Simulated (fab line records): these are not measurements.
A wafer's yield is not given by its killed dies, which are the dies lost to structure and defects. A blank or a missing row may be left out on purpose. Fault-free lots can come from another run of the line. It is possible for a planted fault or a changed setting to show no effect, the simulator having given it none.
Chamber matching	flow nand-harc	3 sister chambers for NHARC_A_STAIRCASE_DEP_322 on pecvd-02
The step deposits SiO2, target thk 7200 nm. 18 wafers are shown with their chamber, then 9 later ones without.

== WAFERS PAIRED WITH THEIR CHAMBERS ==
wafer	chamber	heater-power-w (W)	mfc-precursor-sccm (sccm)
L076.2	1	800	200.8
L076.5	2	557	198.7
L076.6	1	728	200.4
L079.1	2	705	199.7
L079.2	1	880	200.4
L079.6	2	569	199.6
L082.1	1	880	200.5
L082.2	2	621	199.0
L082.4	2	575	199.7
L086.1	2	663	199.6
L086.2	0	683	200.4
L086.4	0	589	200.7
L087.2	2	700	199.7
L087.4	1	714	199.3
L087.6	2	570	200.2
L088.1	1	887	199.1
L088.3	0	696	201.4
L088.4	1	739	199.5

SIGNATURES (means of the wafers above)
reading	chamber 0	chamber 1	chamber 2	scatter within a chamber
heater-power-w	656.00	804.00	620.00	68.3
mfc-precursor-sccm	200.833	200.000	199.525	0.566
Rule: for a wafer and a chamber, the distance is found by dividing, reading by reading, the gap between the wafer's reading and the chamber's mean by the reading's scatter, squaring, summing and taking the root. If the next closest chamber is less than 2 further off than the closest, the wafer can't be placed; otherwise it belongs to the closest. The scatter: take each reading less its chamber's mean, square it, sum over the shown wafers, divide by the number of wafers less the number of chambers, and take the root.

== WAFERS WHOSE CHAMBER IS MISSING ==
wafer	heater-power-w (W)	mfc-precursor-sccm (sccm)
L089.3	855	199.4
L089.4	736	199.1
L089.5	601	200.0
L091.3	615	200.4
L091.5	608	200.1
L091.6	710	201.0
L095.2	655	200.0
L095.3	921	200.6
L095.6	729	199.4

== THE CHAMBER EACH PASSED THROUGH ==
wafer	from the rows above	in truth
L089.3	1	1
L089.4	can't be placed: 2 or 1 or 0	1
L089.5	can't be placed: 2 or 0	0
L091.3	can't be placed: 0 or 2 or 1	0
L091.5	can't be placed: 2 or 0 or 1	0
L091.6	can't be placed: 0 or 1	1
L095.2	can't be placed: 2 or 0 or 1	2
L095.3	can't be placed: 1 or 0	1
L095.6	can't be placed: 1 or 2 or 0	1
Placed correctly: 1 of 9. These rows do not allow placing 8 (true chamber among the candidates in 8). Placed wrongly: 0.
